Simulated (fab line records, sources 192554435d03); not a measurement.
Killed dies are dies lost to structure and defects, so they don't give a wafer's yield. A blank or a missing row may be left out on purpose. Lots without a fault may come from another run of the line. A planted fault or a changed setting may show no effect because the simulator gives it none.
Chamber matching | flow n5_finfet | N5_DUMMY_GATE_STRIP_41 on rie_diel-02: 4 sister chambers
The step strips in O2. 8 wafers are shown with their chamber, then 10 later ones without.

WAFERS WITH THEIR CHAMBER
wafer  | chamber | drypump_motor_current_A (A) | throttle_valve_pct (%)
L085.3 | 2       | 5.6                         | 16.83
L085.6 | 0       | 5.8                         | 16.31
L088.6 | 0       | 5.7                         | 16.32
L089.2 | 1       | 5.6                         | 16.89
L089.4 | 3       | 5.0                         | 16.77
L089.5 | 1       | 5.6                         | 16.89
L092.4 | 3       | 5.0                         | 16.79
L092.5 | 2       | 5.6                         | 16.87

WAFERS WITHOUT THEIR CHAMBER
wafer  | drypump_motor_current_A (A) | throttle_valve_pct (%)
L092.6 | 5.6                         | 16.90
L093.1 | 5.8                         | 16.33
L093.2 | 5.0                         | 16.78
L093.4 | 5.6                         | 16.89
L095.1 | 5.6                         | 16.91
L095.4 | 5.8                         | 16.33
L095.5 | 5.8                         | 16.32
L097.1 | 5.7                         | 16.88
L097.5 | 5.0                         | 16.79
L097.6 | 5.8                         | 16.35

WHICH CHAMBER EACH WENT THROUGH
wafer  | from the rows above     | in truth
L092.6 | 1                       | 1
L093.1 | 0                       | 0
L093.2 | 3                       | 3
L093.4 | 1                       | 1
L095.1 | 1                       | 1
L095.4 | 0                       | 0
L095.5 | 0                       | 0
L097.1 | can't be placed: 1 or 2 | 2
L097.5 | 3                       | 3
L097.6 | 0                       | 0
Placed correctly: 9 of 10. Can't be placed from these rows: 1 (the true chamber is among the candidates in 1). Placed wrongly: 0.
How it was worked out, from the rows above alone: a wafer's distance from a chamber is the root of the sum, over the readings, of the square of ((its reading less the chamber's mean) divided by the reading's scatter). The wafer belongs to the nearest chamber; if the next one is less than 2 further off, it can't be placed. A chamber's mean is the mean of its shown wafers. The scatter: the root of (the sum of the squares of (reading less its chamber's mean) over the shown wafers, divided by (wafers less chambers)).
